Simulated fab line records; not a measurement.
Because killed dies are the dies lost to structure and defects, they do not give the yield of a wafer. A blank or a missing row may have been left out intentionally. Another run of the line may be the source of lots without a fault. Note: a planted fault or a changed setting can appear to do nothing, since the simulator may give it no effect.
Which tool was responsible? + flow n5-finfet + 31 wafers from 11 lots sampled at 5 of the route's 1938 steps

WHAT THE GAUGES READ, wafer by wafer
N5_BEOL_M11_THK_MEAS_01.
| lot  | measured     | on            | M11_ILD_THK (nm) |
|------|--------------|---------------|------------------|
| L414 | day 10 19:32 | film-metro-01 | 269 271 273      |
| L413 | day 10 20:35 | film-metro-01 | 265 259 266      |
| L415 | day 11 04:32 | film-metro-02 | 272 270 278      |
| L422 | day 12 17:28 | film-metro-02 | 270 272          |
| L423 | day 13 11:03 | film-metro-02 | 266 274          |
| L424 | day 13 18:39 | film-metro-01 | 264 270 274      |
| L427 | day 14 06:07 | film-metro-01 | 261 266 269      |
| L430 | day 14 12:47 | film-metro-01 | 266 267 272      |
| L432 | day 15 08:07 | film-metro-01 | 263 269 267      |
| L435 | day 16 04:39 | film-metro-02 | 263 268 269      |
| L436 | day 16 17:56 | film-metro-01 | 270 272 274      |

EACH LOT AND THE TOOL THAT RAN IT (in order: tool; ch and the chambers of the sampled wafers; start)
| lot  | N5_BEOL_M10_ETCH_65                | N5_BEOL_M10_CURE_72           | N5_BEOL_M10_ECD_50             | N5_BEOL_M10_CMP_52            |
|------|------------------------------------|-------------------------------|--------------------------------|-------------------------------|
| L414 | rie-diel-03 ch 1,2, day 10 11:23   | uv-cure-02 ch 1, day 10 12:18 | ecd-cu-02 ch 0,1, day 10 14:54 | cmp-01 ch 0,2,3, day 10 18:26 |
| L413 | rie-diel-03 ch 1,2,3, day 10 14:18 | uv-cure-01 ch 2, day 10 15:01 | ecd-cu-02 ch 0,1, day 10 16:02 | cmp-01 ch 1,2,3, day 10 19:32 |
| L415 | rie-diel-02 ch 0,1, day 10 23:11   | uv-cure-03 ch 2, day 10 23:53 | ecd-cu-01 ch 0,1, day 11 01:19 | cmp-01 ch 1,3, day 11 03:30   |
| L422 | rie-diel-05 ch 2,3, day 12 13:11   | uv-cure-02 ch 1, day 12 13:58 | ecd-cu-01 ch 1, day 12 15:40   | cmp-01 ch 1,2, day 12 16:28   |
| L423 | rie-diel-05 ch 2,3, day 13 05:41   | uv-cure-02 ch 2, day 13 06:20 | ecd-cu-01 ch 0,1, day 13 09:04 | cmp-02 ch 0,2, day 13 09:58   |
| L424 | rie-diel-03 ch 1,2,3, day 13 14:14 | uv-cure-03 ch 2, day 13 14:56 | ecd-cu-01 ch 1, day 13 16:31   | cmp-02 ch 0,1,3, day 13 17:36 |
| L427 | rie-diel-03 ch 0,1,2, day 14 01:15 | uv-cure-01 ch 1, day 14 02:07 | ecd-cu-02 ch 0,1, day 14 03:44 | cmp-01 ch 0,1,2, day 14 05:07 |
| L430 | rie-diel-05 ch 1,2, day 14 08:19   | uv-cure-02 ch 0, day 14 09:07 | ecd-cu-02 ch 0,1, day 14 10:32 | cmp-04 ch 0,2, day 14 11:04   |
| L432 | rie-diel-02 ch 0,2,3, day 15 04:31 | uv-cure-01 ch 2, day 15 05:15 | ecd-cu-02 ch 0,1, day 15 06:37 | cmp-02 ch 0,1,2, day 15 07:06 |
| L435 | rie-diel-05 ch 0,3, day 16 00:46   | uv-cure-03 ch 0, day 16 01:29 | ecd-cu-02 ch 0,1, day 16 03:02 | cmp-04 ch 1,2, day 16 03:34   |
| L436 | rie-diel-05 ch 1,2,3, day 16 14:03 | uv-cure-03 ch 1, day 16 14:43 | ecd-cu-02 ch 0,1, day 16 16:16 | cmp-01 ch 0,1, day 16 16:49   |
- N5_BEOL_M10_ETCH_65: etches SiARC in CF4, target depth 39 nm, time 65 s.
- N5_BEOL_M10_CURE_72: cures SiCOH lowk, time 120 s.
- N5_BEOL_M10_ECD_50: material Cu, target thk 318 nm.
- N5_BEOL_M10_CMP_52: polishes, stops on SiCOH lowk, t overpolish 7 s, target thk 140 nm.

THE ANSWER, worked out from the rows above alone
Rule: the usual values come from the lots themselves. Put in order of their means at a reading, lots are off if they are a third of the lots or fewer, leave a main group of 4 or more, and stand apart from it by a gap of 3 or more times the standard deviation of the main group's means; of several such gaps the widest counts. Not used: any main group whose means are identical at the precision the tables above print for the reading. Also off: a lot with no number at a reading for which 4 or more lots have one. All remaining lots with rows at the step are treated as sound.
No lot is off at any reading shown: from this, nothing can be told.

WHAT THE SIMULATOR HAD INSERTED
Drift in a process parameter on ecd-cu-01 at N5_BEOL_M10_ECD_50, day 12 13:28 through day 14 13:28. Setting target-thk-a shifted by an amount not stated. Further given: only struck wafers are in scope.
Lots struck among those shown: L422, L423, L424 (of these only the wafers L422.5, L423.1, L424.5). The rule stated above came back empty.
